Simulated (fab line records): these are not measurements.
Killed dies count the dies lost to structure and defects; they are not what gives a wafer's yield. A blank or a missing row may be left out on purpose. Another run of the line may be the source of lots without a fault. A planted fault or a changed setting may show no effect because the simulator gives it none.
Chamber matching + flow nand_harc + NHARC_P_M1_PRE_CLEAN_32 on pecvd-01 has 3 sister chambers
The step time 12 s. 27 wafers are shown with their chamber, then 12 later ones without.

WAFERS PAIRED WITH THEIR CHAMBERS
| wafer  | chamber | heater_power_w (W) | heater_power_outer_w (W) |
|--------|---------|--------------------|--------------------------|
| L075.2 | 1       | 635                | 340                      |
| L075.5 | 1       | 624                | 338                      |
| L075.6 | 0       | 798                | 488                      |
| L076.2 | 0       | 743                | 428                      |
| L076.5 | 2       | 628                | 354                      |
| L076.6 | 0       | 744                | 444                      |
| L078.3 | 1       | 616                | 334                      |
| L078.4 | 0       | 717                | 417                      |
| L078.6 | 1       | 614                | 334                      |
| L079.1 | 0       | 771                | 453                      |
| L079.2 | 1       | 667                | 360                      |
| L079.3 | 2       | 596                | 348                      |
| L080.1 | 0       | 812                | 462                      |
| L080.3 | 2       | 599                | 348                      |
| L080.5 | 1       | 653                | 352                      |
| L081.2 | 2       | 641                | 382                      |
| L081.3 | 1       | 576                | 324                      |
| L081.5 | 2       | 633                | 385                      |
| L082.1 | 1       | 618                | 345                      |
| L082.2 | 0       | 802                | 494                      |
| L082.5 | 0       | 811                | 495                      |
| L084.1 | 2       | 549                | 302                      |
| L084.3 | 0       | 730                | 418                      |
| L084.6 | 2       | 550                | 304                      |
| L086.1 | 0       | 762                | 468                      |
| L086.3 | 0       | 769                | 470                      |
| L086.4 | 2       | 603                | 361                      |

SIGNATURES (averages over the wafers above)
| reading              | chamber 0 | chamber 1 | chamber 2 | scatter within a chamber |
|----------------------|-----------|-----------|-----------|--------------------------|
| heater_power_w       | 769.00    | 625.38    | 599.88    | 32.3                     |
| heater_power_outer_w | 457.91    | 340.88    | 348.00    | 25.7                     |
Rule: distance of a wafer from a chamber = root of the sum over the readings of ((wafer's reading minus chamber's mean) / reading's scatter) squared. The wafer belongs to the nearest chamber; if the next one is less than 2 further off, it can't be placed. How the scatter is found: for the shown wafers, subtract from each reading the mean of its chamber, square and add these, divide the total by (wafers less chambers), then take the root.

WAFERS WITH NO CHAMBER GIVEN
| wafer  | heater_power_w (W) | heater_power_outer_w (W) |
|--------|--------------------|--------------------------|
| L090.2 | 618                | 328                      |
| L090.3 | 617                | 338                      |
| L090.6 | 623                | 334                      |
| L095.3 | 782                | 492                      |
| L095.5 | 776                | 472                      |
| L095.6 | 640                | 366                      |
| L096.2 | 824                | 490                      |
| L096.3 | 580                | 304                      |
| L096.4 | 816                | 495                      |
| L097.1 | 620                | 348                      |
| L097.2 | 760                | 466                      |
| L097.5 | 762                | 472                      |

CHAMBER TAKEN BY EACH
| wafer  | from the rows above     | in truth |
|--------|-------------------------|----------|
| L090.2 | can't be placed: 1 or 2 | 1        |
| L090.3 | can't be placed: 1 or 2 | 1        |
| L090.6 | can't be placed: 1 or 2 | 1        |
| L095.3 | 0                       | 0        |
| L095.5 | 0                       | 0        |
| L095.6 | can't be placed: 1 or 2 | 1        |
| L096.2 | 0                       | 0        |
| L096.3 | can't be placed: 2 or 1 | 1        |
| L096.4 | 0                       | 0        |
| L097.1 | can't be placed: 1 or 2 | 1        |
| L097.2 | 0                       | 0        |
| L097.5 | 0                       | 0        |
Correct placement for 6 of the 12. Can't be placed from these rows: 6 (the true chamber is among the candidates in 6). Wrongly placed: 0.
